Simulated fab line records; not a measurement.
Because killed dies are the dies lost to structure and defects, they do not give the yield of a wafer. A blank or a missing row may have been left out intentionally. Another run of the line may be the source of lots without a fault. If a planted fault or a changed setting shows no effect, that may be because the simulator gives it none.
One fault seen from 2 desks || flow n5 finfet || what lay behind the numbers comes last; until then each desk has only its own

## THE METROLOGY DESK
Means of the sampled wafers that have a number, per lot and without regard to the tool the lot ran on: this is what the gauges read. The brackets show how far a lot's mean lies from the usual mean; more than 4 standard deviations puts the lot out of limits, marked OUT. Of its 20 readings 7 are shown: the one that was out of limits first, and those that lie furthest out on some lot.
Columns: A = IOFF_P at N5_BEOL_M4_RC_MEAS_101, usual 0.211 nA/um; B = IOFF_P_85C at N5_BEOL_M4_RC_MEAS_101, usual 3.6 nA/um; C = IOFF_P_LIN at N5_BEOL_M4_RC_MEAS_101, usual 0.100 nA/um; D = ION_P at N5_BEOL_M4_RC_MEAS_101, usual 462 uA/um; E = REXT_N at N5_BEOL_M4_RC_MEAS_101, usual 74.9 ohm.um; F = VT_N at N5_BEOL_M4_RC_MEAS_101, usual 250.1 mV; G = VT_P at N5_BEOL_M4_RC_MEAS_101, usual -250.1 mV
{"lot": "L973", "first seen here": "day 2 23:09", "A": 0.194, "B": 3.4, "C": 0.096, "D": 461, "E": 75.1, "F": 249.9, "G": -251.8}
{"lot": "L975", "first seen here": "day 3 14:38", "A": 0.249, "B": 4.2, "C": 0.115, "D": 469, "E": 77.7, "F": 248.9, "G": -246.8}
{"lot": "L977", "first seen here": "day 4 01:09", "A": 0.167, "B": 3.0, "C": 0.081, "D": 451, "E": 71.9, "F": 250.3, "G": -255.5}
{"lot": "L985", "first seen here": "day 6 00:26", "A": "0.335 (+4.4) OUT", "B": "5.4 (+4.4) OUT", "C": "0.149 (+4.4) OUT", "D": "487 (+4.3) OUT", "E": 69.3, "F": 241.4, "G": -238.6}
{"lot": "L992", "first seen here": "day 7 17:38", "A": 0.216, "B": 3.7, "C": 0.102, "D": 460, "E": 74.7, "F": 249.1, "G": -249.6}
{"lot": "L993", "first seen here": "day 7 22:32", "A": 0.211, "B": 3.7, "C": 0.098, "D": 458, "E": 72.9, "F": 249.0, "G": -249.6}
{"lot": "L994", "first seen here": "day 8 05:29", "A": 0.262, "B": 4.4, "C": 0.120, "D": 470, "E": 74.5, "F": 247.7, "G": -247.6}
{"lot": "L995", "first seen here": "day 8 11:55", "A": 0.188, "B": 3.4, "C": 0.093, "D": 469, "E": 77.2, "F": 251.3, "G": -250.1}
{"lot": "L996", "first seen here": "day 8 16:28", "A": 0.175, "B": 3.2, "C": 0.082, "D": 457, "E": 73.3, "F": 248.1, "G": -256.7}
This desk's finding: out of limits on L985; first on L985, day 10 20:49 (IOFF_P at N5_BEOL_M4_RC_MEAS_101). L973, L975, L977, L992, L993, L994, L995, L996: within limits.

## THE TOOL OWNER'S DESK: ald sin-03
The tool's own readings at N5_SPACER0_ALD_00 (deposits SiOCN, target thk 3.5 nm, pulse time 3 s, purge time 2 s): means of the sampled wafers that have a number, for each lot that ran on this tool. The brackets show how far a lot's mean lies from the usual mean; more than 4 standard deviations puts the lot out of limits, marked OUT.
Columns: A = heater power w at N5_SPACER0_ALD_00, usual 843 W; B = precursor pulse height rel at N5_SPACER0_ALD_00, usual 1.001
{"lot": "L973", "first seen here": "day 3 00:44", "A": 819, "B": 0.998}
{"lot": "L975", "first seen here": "day 3 15:55", "A": 816, "B": 0.980}
{"lot": "L985", "first seen here": "day 6 01:42", "A": 756, "B": 1.012}
Result from this desk: across the 3 lots, nothing is out of limits.

## PUT TOGETHER
L985 would have let the metrology desk raise an alarm at day 10 20:49.
The desk of the tool owner found nothing out of limits.
Tool owner's desk: L985 on record, inside its limits.
Of the lots named, all ran N5_SPACER0_ALD_00 on ald sin-03.

## WHAT THE SIMULATOR HAD PUT IN
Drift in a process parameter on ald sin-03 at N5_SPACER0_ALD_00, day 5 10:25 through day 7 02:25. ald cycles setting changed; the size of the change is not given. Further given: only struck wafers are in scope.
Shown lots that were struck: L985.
Per desk, hours elapsed from the start of the fault to the first reading out of limits: for the metrology desk, 130.
